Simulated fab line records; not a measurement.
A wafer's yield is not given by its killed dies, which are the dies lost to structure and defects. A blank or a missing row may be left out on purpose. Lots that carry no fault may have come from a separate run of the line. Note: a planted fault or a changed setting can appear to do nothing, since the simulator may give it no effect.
Struck lot and sound lot, side by side    flow n5 finfet    32 steps out of a route of 1938
Sound: these wafers, L132.1, L132.3, L132.5. Struck: wafers L129.1, L129.3, L129.4. The cause comes at the end.
Each step with rows lists, per side, the tool, then ch with its chambers, then its first start. Under that, the readings that differ: sound wafers    struck wafers    difference of the means    sigmas: that difference in standard deviations of wafers without a fault.
alike: words and numbers the same on both sides, and readings whose means are apart by under 2 such deviations; not compared: readings that were withheld, readings missing a value for some wafer, numbers with overlapping values and no deviation given by the record, and bounds like >300 which may hide the same value.
A row with sigmas, a row that says differs or no value, or rows on one side alone: a step with any of these is where the two part. When numbers do not overlap yet have no deviation, they are printed without sigmas and do not part them. A reading missing from all wafers of one side parts the sides only when that side holds two or more wafers.

first, 3 steps without rows for these wafers: N5_HKMG_FIN_WET_ETCH_77 (etches La2O3 in dHCl, stops on HfO2, target depth 2 nm); N5_HKMG_FIN_WET_ETCH_78 (etches Al2O3 in dNH4OH, stops on La2O3, target depth 4.5 nm, rinse time 30 s); N5_HKMG_FIN_ALD_79 (deposits TiN, target thk 1.5 nm, pulse time 1 s, purge time 3 s).
N5_HKMG_FIN_CVD_62: deposits a-Si from Si2H6, target thk 3 nm, time 20.8 s.
  sound on thermal cvd si-02 ch 0,1, day 8 05:10; struck on thermal cvd si-01 ch 0,1,2, day 7 10:08
  alike: chamber pressure Torr, heater power w
  not compared: since wet clean h
then, 5 steps without rows for these wafers: N5_HKMG_FIN_RTA_80 (time 2 s); N5_HKMG_FIN_PRECLEAN_64 (cleans in dHF, time 30 s); N5_HKMG_FIN_WET_ETCH_65 (etches a-Si in TMAH, stops on TiN, time 49 s, target depth 3 nm); N5_HKMG_FIN_WET_ETCH_81 (etches TiN in SC1, stops on HfO2, time 57 s, target depth 6 nm); N5_HKMG_FIN_WET_ETCH_82 (etches La2O3 in dHCl, stops on HfO2, target depth 2 nm, rinse time 30 s).
N5_HKMG_FIN_ALD_36: deposits TiN, target thk 1 nm, pulse time 1 s, purge time 3 s.
  sound on ald metal-02 ch 2,3, day 8 05:40; struck on ald metal-02 ch 0,1,2, day 7 10:33
  alike: chamber pressure Torr, heater power w, precursor pulse height rel
  not compared: since wet clean h
N5_HKMG_FIN_THK_MEAS_70: measures by xrf.
  sound: film metro-01 at day 8 05:56; struck: film metro-02 at day 7 10:50
  alike: HK_THK
then, 1 step without rows for these wafers: N5_HKMG_FIN_PWFM_ALD_03 (deposits TiN, target thk 2 nm, pulse time 1 s, purge time 3 s).
N5_HKMG_FIN_COAT_29: time 60 s, resist thk 300 nm.
  sound on litho track-01 ch 0, day 8 06:27; struck on litho track-04 ch 0, day 7 11:21
reading                                    sound                 struck                difference  sigmas
spin speed rpm (rpm)                       1500.1 1500.2 1501.6  1597.3 1597.4 1596.0  +96.3       +88
model.SOC_of_HKMG_FIN_COAT_29.thk nm (nm)  300.8 302 301.2       290.2 289.8 289.6     -11.5       
then, 7 steps without rows for these wafers: N5_HKMG_FIN_COAT_30 (time 60 s, resist thk 35 nm); N5_HKMG_FIN_COAT_06 (resist thk 90 nm); N5_HKMG_FIN_EBR_08; N5_HKMG_FIN_SOFTBAKE_07 (time 60 s); N5_HKMG_FIN_EXPOSE_09 (exposes mask NWFM); N5_HKMG_FIN_PEB_10 (peb time 60 s); N5_HKMG_FIN_DEVELOP_11 (develop time 30 s).
N5_HKMG_FIN_CD_MEAS_12 targets a cd of 92.8 nm.
  sound on cd sem-03 ch 0, day 8 06:49; struck on cd sem-02 ch 0, day 7 11:43
  alike: cd nm
N5_HKMG_FIN_OVL_MEAS_13:
  sound on overlay-02 ch 0, day 8 06:50; struck on overlay-02 ch 0, day 7 11:44
  alike: NWFM_OVL
N5_HKMG_FIN_INSPECT_14: inspects for defects (macro).
  sound: defect inspect-01 at day 8 06:52; struck: defect inspect-01 at day 7 11:46
  alike: raw defect count
N5_HKMG_FIN_DESCUM_17: chemistry O2, time 7.9 s.
  sound on rie diel-05 ch 2,3, day 8 06:54; struck on rie diel-03 ch 0,2,3, day 7 11:48
  alike: drypump motor current A, oes product au, rf fwd power W, rf vpp V, showerhead plenum p Torr, throttle valve pct
  not compared: rf hours counter h
then, 1 step without rows for these wafers: N5_HKMG_FIN_ETCH_31 (etches SiARC in CF4, target depth 45.5 nm, time 75.8 s).
N5_HKMG_FIN_ETCH_32: etches SOC in N2/H2, target depth 240 nm, time 300 s.
  sound on rie diel-05 ch 2,3, day 8 06:59; struck on rie diel-03 ch 0,2,3, day 7 11:53
  alike: drypump motor current A, oes product au, rf fwd power W, rf vpp V, showerhead plenum p Torr, throttle valve pct
  not compared: rf hours counter h
then, 2 steps without rows for these wafers: N5_HKMG_FIN_STRIP_33 (strips in N2/H2); N5_HKMG_FIN_STRIP_34 (strips in CF4).
N5_HKMG_FIN_ETCH_35: etches SOC in N2/H2, target depth 215.8 nm, time 243.4 s.
  sound on rie diel-05 ch 2,3, day 8 07:12; struck on rie diel-03 ch 0,2,3, day 7 12:06
  alike: drypump motor current A, oes product au, rf fwd power W, rf vpp V, showerhead plenum p Torr, throttle valve pct
  not compared: rf hours counter h
N5_HKMG_FIN_STRIP_92: strips SOC in N2/H2, time 20 s.
  sound on rie diel-05 ch 2,3, day 8 07:21; struck on rie diel-03 ch 0,2,3, day 7 12:15
reading                                    sound       struck          difference  sigmas
model.SOC_of_HKMG_FIN_COAT_29.thk nm (nm)  74.2 84 82  62.6 63.6 62.4  -17.2       
  alike: drypump motor current A, oes product au, rf fwd power W, rf vpp V, showerhead plenum p Torr, throttle valve pct
  not compared: rf hours counter h
then, 1 step without rows for these wafers: N5_HKMG_FIN_WET_ETCH_18 (etches TiN in SC1, time 55 s, target depth 5.2 nm, rinse time 30 s).
-- a jump in the record: the struck wafers' starts before and after are 10 days apart (it breaks off in module HKMG_FIN and resumes in module PASSIVATION, where the first step shown is number 1936 of the route) --
N5_PASSIVATION_PROBE_49:
  sound: prober-01 at day 19 19:10; struck: prober-01 at day 17 11:54
  alike: killed_at_M0_to_M3, killed_at_M4_up, killed at contacts, killed at front end, killed at other, killed dies, killed open, killed short

## WHERE THEY PART
At N5_HKMG_FIN_COAT_29 and nowhere else, as far as this record goes. Later steps at which nothing parts them and some readings are alike: N5_HKMG_FIN_CD_MEAS_12, N5_HKMG_FIN_OVL_MEAS_13, N5_HKMG_FIN_INSPECT_14, N5_HKMG_FIN_DESCUM_17, N5_HKMG_FIN_ETCH_32, N5_HKMG_FIN_ETCH_35, N5_HKMG_FIN_STRIP_92, N5_PASSIVATION_PROBE_49.

WHY: what the simulator had put in
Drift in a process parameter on litho track-04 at N5_HKMG_FIN_COAT_29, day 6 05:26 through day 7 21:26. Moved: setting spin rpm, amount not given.
